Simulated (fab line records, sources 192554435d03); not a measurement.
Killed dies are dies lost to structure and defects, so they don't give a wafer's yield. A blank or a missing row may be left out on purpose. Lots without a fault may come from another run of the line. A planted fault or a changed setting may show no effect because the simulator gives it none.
Problem report in the 8D (eight disciplines) form, filled by code | flow n5_finfet | the parts of the form that need people (team, actions taken, sign-off) are left out

1. THE PROBLEM
run_length_s at N5_SD_EPI_N_COAT_32 reads a mean of 85.91 s on 6 wafers of 2 lots; wafers without a fault read 66.27 s with a standard deviation of 0.27. That is +73 standard deviations from the usual mean.
The step: time 60 s, resist thk 350 nm.
First seen on wafer L248.1, day 6 17:28, on litho_track-01. The record holds 35 wafers of 13 lots with a number at this step. Rule for "out", or "out of limits": more than 4 standard deviations from the usual mean. The other wafers with a number count as sound.

2. WHAT IT IS AND WHAT IT IS NOT
question                    | is                     | is not
which readings at this step | run_length_s           | heater_power_total_W
which lots                  | L248, L250             | L233, L234, L235, L237, L238, L239, L240, L241, L251, L254, L256
which wafers of those lots  | all that have a number | -
read on which tools         | litho_track-01         | litho_track-02, litho_track-04
when                        | from day 6 17:28       | up to then (20 sound wafers); but 9 sound wafers of L251, L254, L256 came after

3. SUSPECTS, AND WHAT RULES EACH OUT
Counting: a tool at a process step up to the reading stays a suspect if it ran every lot that is out and no sound lot after the first of them.
- rie_diel-05 at N5_DUMMY_GATE_DESCUM_20 (chemistry O2, time 6.2 s): ruled out as a lasting fault. Sound lots L256 ran on it after its first lot that is out, L248 (day 6 15:37).
- litho_track-01 at N5_SD_EPI_N_COAT_32 (time 60 s, resist thk 350 nm): kept. It ran every lot that is out, first L248 (day 6 17:28), and no sound lot after that; its last sound lot up to then is L241 (day 5 01:04). Its own readings are out on those wafers: run_length_s.
Left after counting: litho_track-01 at N5_SD_EPI_N_COAT_32.

4. THE CAUSE (what the simulator had put in)
Process parameter drift: litho_track-01, from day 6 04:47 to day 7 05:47, at N5_SD_EPI_N_COAT_32. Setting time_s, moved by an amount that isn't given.
Counting left only this tool.

5. THE CHAIN OF EFFECTS, in route order
Each row: a reading whose mean over the struck wafers that have a number lies more than 3 standard deviations from the usual. Only readings for which the record gives a usual standard deviation are gone through. hours: the time from each lot's start at the first step in this table that gives one to its start at this step, as a median over the lots. sigmas: the change in usual standard deviations.
hours | step                | reading      | usual   | on struck wafers | change | sigmas
0     | N5_SD_EPI_N_COAT_32 | run_length_s | 66.27 s | 85.91            | +19.64 | +73
The process steps in it:
- N5_SD_EPI_N_COAT_32: time 60 s, resist thk 350 nm.

6. WHAT WOULD HAVE CAUGHT IT SOONER
In this record the first reading out of limits was taken at day 6 17:28, 13 hours after the fault began at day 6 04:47.
